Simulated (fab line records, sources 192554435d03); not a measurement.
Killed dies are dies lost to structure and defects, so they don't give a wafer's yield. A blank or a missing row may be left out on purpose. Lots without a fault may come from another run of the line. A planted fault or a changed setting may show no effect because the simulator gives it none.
Split-lot experiment | flow n5_finfet | 7 lots, 21 wafers read, on a route of 1938 steps

THE SPLIT
At N5_BEOL_M11_ETCH_41 (etches SiCN in CH3F/O2, target depth 42.6 nm, time 86 s), the setting time_s was moved away from the recipe's 86 s on 6 of the 21 wafers read, by -6.5% to +19.7%. The other wafers ran this setting at the recipe's value.

The reading is taken at the split's own step.

THE READING
etch.depth_nm (the simulator's own value, which no gauge read), in nm, at N5_BEOL_M11_ETCH_41 (etches SiCN in CH3F/O2, target depth 42.6 nm, time 86 s). The file gives no usual value for it. The 15 wafers here that ran the recipe average 33.14 nm, standard deviation 0.6 nm.

wafer  | tool, chamber at the split | time_s as run, s | against the recipe | etch.depth_nm, nm | against lot-mates on the recipe
L081.1 | rie_diel-02, 0             | 86               | recipe             | 33.47             | -
L081.3 | rie_diel-02, 2             | 86               | recipe             | 32.47             | -
L081.6 | rie_diel-02, 0             | 86               | recipe             | 33.79             | -
L087.3 | rie_diel-06, 1             | 86               | recipe             | 33.81             | -
L087.4 | rie_diel-06, 0             | 86               | recipe             | 33.45             | -
L087.5 | rie_diel-06, 3             | 86               | recipe             | 32.73             | -
L086.2 | rie_diel-02, 0             | 86               | recipe             | 34.14             | -
L086.5 | rie_diel-02, 1             | 86               | recipe             | 32.81             | -
L086.6 | rie_diel-02, 2             | 86               | recipe             | 33.31             | -
L093.1 | rie_diel-02, 1             | 80.4             | -6.5%              | 31.12             | -1.34
L093.3 | rie_diel-02, 3             | 86               | recipe             | 32.11             | -
L093.4 | rie_diel-02, 2             | 86               | recipe             | 32.81             | -
L094.2 | rie_diel-06, 1             | 86               | recipe             | 33.77             | -
L094.3 | rie_diel-06, 2             | 86               | recipe             | 33.3              | -
L094.4 | rie_diel-06, 3             | 86               | recipe             | 32.19             | -
L095.1 | rie_diel-06, 3             | 102.8            | +19.5%             | 38.92             | no lot-mate on the recipe
L095.3 | rie_diel-06, 0             | 102.8            | +19.5%             | 40.13             | no lot-mate on the recipe
L095.4 | rie_diel-06, 2             | 102.8            | +19.5%             | 39.55             | no lot-mate on the recipe
L097.1 | rie_diel-06, 2             | 86               | recipe             | 32.9              | -
L097.2 | rie_diel-06, 0             | 102.9            | +19.7%             | 39.97             | +7.07
L097.4 | rie_diel-06, 3             | 102.9            | +19.7%             | 38.75             | +5.85

THE FIT
A straight line over all 21 wafers: etch.depth_nm changes by +0.322 nm for each +1% of time_s; r = +0.98; the points scatter about the line by 0.6 nm.
The same after taking each lot's own level away (the mean of its wafers on the recipe; 18 wafers): +0.32 nm for each +1%; r = +0.97; scatter 0.58 nm.
On that fit, the largest move of time_s shifts the reading by 6.3 nm.
The lots' own levels span 32.460 to 33.420 nm, that is 1.6 times the standard deviation above.
So the lot-to-lot level changes the slope little: the two slopes agree.
Check: with one of the wafers moved furthest among these (+19.7%) left out of the fit, the line predicts +5.69 nm for it against its lot-mates. It came out at +7.07 nm against them.

OTHER SPLITS ON THESE WAFERS
These wafers also went through other splits before the reading. Each is held against what the fit with the lots' levels taken away leaves over:
other split on the same wafers    | wafers away from the commonest value | r with etch.depth_nm (lot level and that fit taken away)
N5_BEOL_M8_HM_DEP_02 target_thk_a | 5                                    | +0.01
N5_BEOL_M9_HM_DEP_02 target_thk_a | 2                                    | +0.35
N5_BEOL_M9_EXPOSE_08 dose_mj      | 5                                    | +0.37
N5_BEOL_M10_ETCH_41 source_w      | 7                                    | -0.08

THE FILE'S OWN FIT
etch.depth_nm changes by +0.317 nm for each +1% of time_s, r = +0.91.
